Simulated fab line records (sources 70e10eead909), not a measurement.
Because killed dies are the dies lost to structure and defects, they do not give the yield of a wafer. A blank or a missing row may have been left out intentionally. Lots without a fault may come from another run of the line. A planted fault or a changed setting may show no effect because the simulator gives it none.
A struck lot beside a sound one + flow nand-harc + 14 out of 1159 route steps
Sound: the wafers L427.1, L427.2, L427.5. Wafers struck: L438.3, L438.4, L438.6. The cause comes at the end.
Order at every step that has rows: each side's tool, ch and its chambers, its first start. Under that, the readings that differ: sound wafers + struck wafers + difference of the means + sigmas: that difference in standard deviations of wafers without a fault.
alike: a reading whose means differ by less than 2 such deviations, as well as words and numbers matching on both sides. not compared: withheld readings; readings where some wafer has no value; bounds like >300 that might hide an equal value; numbers whose values overlap and for which the record gives no deviation.
Wherever a step has rows on one side only, a row that says differs or no value, or a row with sigmas, the two part there. Non-overlapping numbers with no deviation appear without sigmas and do not part them. A reading that every wafer of one side lacks parts them only if that side has two wafers or more.

first, 1 step without rows for these wafers: NHARC_A_STAIRCASE_HARDBAKE_290 (time 140 s).
NHARC_A_STAIRCASE_DESCUM_291: chemistry O2, time 3 s.
  sound on rie-diel-02 ch 0,1,2, day 12 00:37; struck on rie-diel-03 ch 0,2, day 15 01:31
  alike: drypump-motor-current-A, oes-product-au, rf-vpp-V, showerhead-plenum-p-Torr, throttle-valve-pct
  not compared: rf-hours-counter-h
then, 1 step without rows for these wafers: NHARC_A_STAIRCASE_ETCH_292 (etches the open film in CF4/CHF3).
NHARC_A_STAIRCASE_HM_OPEN_460: chemistry O2/COS.
  sound: rie-diel-02 ch 0,1,2; struck: rie-diel-03 ch 0,1,2
  alike: drypump-motor-current-A, oes-product-au, rf-vpp-V, showerhead-plenum-p-Torr, throttle-valve-pct
  not compared: rf-hours-counter-h
then, 1 step without rows for these wafers: NHARC_A_STAIRCASE_STRIP_461 (strips in O2/COS).
NHARC_A_STAIRCASE_ETCH_452: etches the open film in CF4/O2, target depth 30 nm, overetch 3 nm, time 16.5 s.
  sound: rie-diel-02 ch 0,1,3; struck: rie-diel-03 ch 0,2,3
  alike: cf4-flow-sccm, drypump-motor-current-A, oes-product-au, rf-vpp-V, showerhead-plenum-p-Torr, throttle-valve-pct
  not compared: rf-hours-counter-h
NHARC_A_STAIRCASE_ETCH_294: etches the open film in C4F8/O2/Ar, target depth 4992 nm, time 1212.4 s.
  sound: rie-diel-02 ch 0,3; struck: rie-diel-03 ch 0,3
  alike: oes-product-au, rf-vpp-V
  not compared: rf-hours-counter-h
then, 4 steps without rows for these wafers: NHARC_A_STAIRCASE_STRIP_295 (strips in O2); NHARC_A_STAIRCASE_STRIP_296 (strips in SPM, time 900 s); NHARC_A_STAIRCASE_PRECLEAN_297 (cleans in SC1); NHARC_A_STAIRCASE_SRD_298.
NHARC_A_STAIRCASE_HM_DEP_462: deposits aC, target thk 800 nm.
  struck on acl-dep-02, day 15 04:34; sound on acl-dep-03 ch 0, day 12 02:50
| reading                | sound                | struck | difference                    | sigmas |
|------------------------|----------------------|--------|-------------------------------|--------|
| throttle-valve-pct (%) | 34.997 34.991 34.994 | - - -  | no value on the struck wafers |        |
  not compared: susceptor-temp-C
NHARC_A_STAIRCASE_DEP_301: deposits SiON, target thk 30 nm.
  sound on pecvd-04 ch 1,2, day 12 04:54; struck on pecvd-03 ch 0,1, day 15 05:50
  alike: chamber-pressure-Torr, heater-power-outer-w, heater-power-w
-- jump in the record: it breaks off in module A_STAIRCASE and resumes in module END (first step shown: number 1159 of the route), and 7 days separate the struck wafers' starts before and after --
NHARC_END_SORT_01:
  here the record holds rows for the struck wafers (prober-02 ch 0, day 22 10:40) but none for the sound ones

## WHERE THEY PART
First at NHARC_A_STAIRCASE_HM_DEP_462; last, within this record, at NHARC_END_SORT_01.

WHY: whatever the simulator had introduced
Beginning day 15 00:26, the whole step at NHARC_A_STAIRCASE_HM_DEP_462 was skipped on acl-dep-02. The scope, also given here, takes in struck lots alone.
